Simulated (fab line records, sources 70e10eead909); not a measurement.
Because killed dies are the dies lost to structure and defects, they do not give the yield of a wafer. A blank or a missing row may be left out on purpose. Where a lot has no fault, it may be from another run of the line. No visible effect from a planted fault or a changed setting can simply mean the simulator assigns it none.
A struck lot beside a sound one	flow nand_harc	39 out of 1302 route steps
Sound: wafers L840.3, L840.4, L840.5. Struck: wafer L847.6. (L847.4, L847.5 of the same lot were not struck and are left out.) The cause comes at the end.
Each step with rows lists, per side, the tool, then ch with its chambers, then its first start. Under that, the readings that differ: sound wafers	struck wafers	difference of the means	sigmas: that difference in standard deviations of wafers without a fault.
alike: readings whose means differ by less than 2 such deviations, and words and numbers that are the same on both sides. not compared: withheld readings, readings that some wafer has no value for, bounds like >300 that may hide the same value, and numbers for which the record gives no deviation and whose values overlap.
Wherever a step has rows on one side only, a row that says differs or no value, or a row with sigmas, the two part there. When numbers do not overlap yet have no deviation, they are printed without sigmas and do not part them. Lack of a reading on every wafer of one side parts them only where that side has two or more wafers.

first, 7 steps without rows for these wafers: NHARC_A_CHANNEL_HOLE_D2_STRIP_41 (strips in N2/H2); NHARC_A_CHANNEL_HOLE_D2_STRIP_42 (strips in CF4/CHF3); NHARC_A_CHANNEL_HOLE_D2_STRIP_43 (strips in O2/COS); NHARC_A_CHANNEL_HOLE_D2_ETCH_44 (etches the open film in CF4/O2, target depth 140 nm, overetch 14 nm, time 77 s); NHARC_A_CHANNEL_HOLE_D2_STRIP_28 (strips in O2); NHARC_A_CHANNEL_HOLE_D2_PRECLEAN_29 (cleans in SC1); NHARC_A_CHANNEL_HOLE_D2_SRD_30.
NHARC_A_CHANNEL_HOLE_D2_CD_MEAS_31:
  sound on cd_sem-03, day 15 20:58; struck on cd_sem-02, day 18 11:25
  alike: cd_nm
following that, these wafers have no rows for 1 step: NHARC_A_CHANNEL_HOLE_D2_XSEM_32.
NHARC_A_CHANNEL_HOLE_D2_INSPECT_40:
  sound on defect_inspect-02, day 15 21:09; struck on defect_inspect-01, day 18 11:36
  alike: raw_defect_count
then, 2 steps without rows for these wafers: NHARC_A_CHANNEL_FILL_D2_PRECLEAN_00 (cleans in SC1); NHARC_A_CHANNEL_FILL_D2_SRD_01.
NHARC_A_CHANNEL_FILL_D2_ALD_02: deposits SiO2, target thk 6 nm, pulse time 10 s, ald cycles 60.
  sound on ald_hk-01 ch 0,3, day 15 21:25; struck on ald_hk-02 ch 1, day 18 12:01
reading	sound	struck	difference	sigmas
precursor_pulse_height_rel	1.005 0.988 0.982	1.034	+0.042	+2
  alike: heater_power_w
then, 2 steps without rows for these wafers: NHARC_A_CHANNEL_FILL_D2_ALD_03 (deposits SiNx, target thk 6 nm, pulse time 60 s, ald cycles 58); NHARC_A_CHANNEL_FILL_D2_ALD_14 (deposits SiO2, target thk 2.5 nm, pulse time 10 s, ald cycles 25).
NHARC_A_CHANNEL_FILL_D2_ALD_15: deposits SiNx, target thk 2 nm, pulse time 60 s, ald cycles 19.
  sound on ald_sin_batch-01 ch 0; struck on ald_sin_batch-01 ch 0
reading	sound	struck	difference	sigmas
precursor_pulse_height_rel	1.020 1.041 1.002	0.963	-0.058	-3
then, 5 steps without rows for these wafers: NHARC_A_CHANNEL_FILL_D2_ALD_16 (deposits SiO2, target thk 1.5 nm, pulse time 10 s, ald cycles 15); NHARC_A_CHANNEL_FILL_D2_ANNEAL_17 (time 1800 s); NHARC_A_CHANNEL_FILL_D2_CVD_18 (deposits poly-Si, target thk 3 nm); NHARC_A_CHANNEL_FILL_D2_ETCHBACK_19 (etches the open film in HBr/Cl2, target depth 5 nm, time 1.7 s); NHARC_A_CHANNEL_FILL_D2_ETCHBACK_20 (etches the open film in C4F8/O2/Ar, target depth 27 nm, time 13.5 s).
NHARC_A_CHANNEL_FILL_D2_STRIP_28: strips in O2, time 20 s.
  sound on rie_diel-02 ch 0,3, day 16 23:58; struck on rie_diel-04 ch 1, day 19 11:26
reading	sound	struck	difference	sigmas
rf_vpp_V (V)	60.0 58.8 57.3	56.5	-2.2	-3
throttle_valve_pct (%)	17.040 17.028 17.036	17.018	-0.017	-2
  alike: drypump_motor_current_A, mfc_ar_sccm, oes_product_au, showerhead_plenum_p_Torr
  not compared: rf_hours_counter_h
then, 4 steps without rows for these wafers: NHARC_A_CHANNEL_FILL_D2_PRECLEAN_21 (cleans in dHF, time 30 s); NHARC_A_CHANNEL_FILL_D2_SRD_23; NHARC_A_CHANNEL_FILL_D2_CVD_05 (deposits poly-Si, target thk 5 nm); NHARC_A_CHANNEL_FILL_D2_ANNEAL_22 (time 7200 s).
NHARC_A_CHANNEL_FILL_D2_ALD_25: deposits SiOx, target thk 60 nm, pulse time 10 s, ald cycles 600.
  sound on ald_hk-01 ch 1,3, day 17 13:03; struck on ald_hk-01 ch 0, day 20 01:34
  alike: heater_power_w, precursor_pulse_height_rel
then, 5 steps without rows for these wafers: NHARC_A_CHANNEL_FILL_D2_ETCHBACK_08 (etches the open film in C4F8, target depth 220 nm, time 110 s); NHARC_A_CHANNEL_FILL_D2_STRIP_29 (strips in O2, time 20 s); NHARC_A_CHANNEL_FILL_D2_PRECLEAN_30 (cleans in dHF, time 30 s); NHARC_A_CHANNEL_FILL_D2_SRD_31; NHARC_A_CHANNEL_FILL_D2_CVD_09 (deposits poly-Si, target thk 150 nm, time 3000 s).
NHARC_A_CHANNEL_FILL_D2_CMP_10: polishes, target thk 150 nm.
  sound on cmp-03 ch 1,2,3, day 18 00:04; struck on cmp-04 ch 0, day 20 10:12
  alike: motor_current_A, time_to_endpoint_s
then, 2 steps without rows for these wafers: NHARC_A_CHANNEL_FILL_D2_SRD_12; NHARC_A_CHANNEL_FILL_D2_RTA_24 (time 5 s).
NHARC_A_STAIRCASE_DEP_156: deposits SiNx, target thk 50 nm.
  sound on pecvd-04 ch 0,1, day 18 00:58; struck on pecvd-02 ch 0, day 20 10:54
  alike: heater_power_w
then, 2 steps without rows for these wafers: NHARC_A_STAIRCASE_DEHYDRATE_158 (time 120 s); NHARC_A_STAIRCASE_HMDS_159 (time 30 s).
-- jump in the record: it breaks off in module A_STAIRCASE and resumes in module END (first step shown: number 1302 of the route), and 9 days separate the struck wafers' starts before and after --
NHARC_END_SORT_01:
  sound on prober-02 ch 0, day 27 23:23; struck on prober-02 ch 0, day 29 15:17
reading	sound	struck	difference	sigmas
killed_at_array	46 50 43	139	+93	+5
killed_dies	51 52 45	142	+93	+5
  alike: killed_at_other, killed_at_periphery, killed_open, killed_short

== WHERE THEY PART ==
At NHARC_A_CHANNEL_FILL_D2_ALD_02 first; at NHARC_END_SORT_01 last (within this record only).

WHY: what had been put in by the simulator
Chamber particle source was ald_hk-02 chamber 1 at NHARC_A_CHANNEL_FILL_D2_ALD_02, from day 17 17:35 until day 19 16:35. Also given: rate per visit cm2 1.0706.
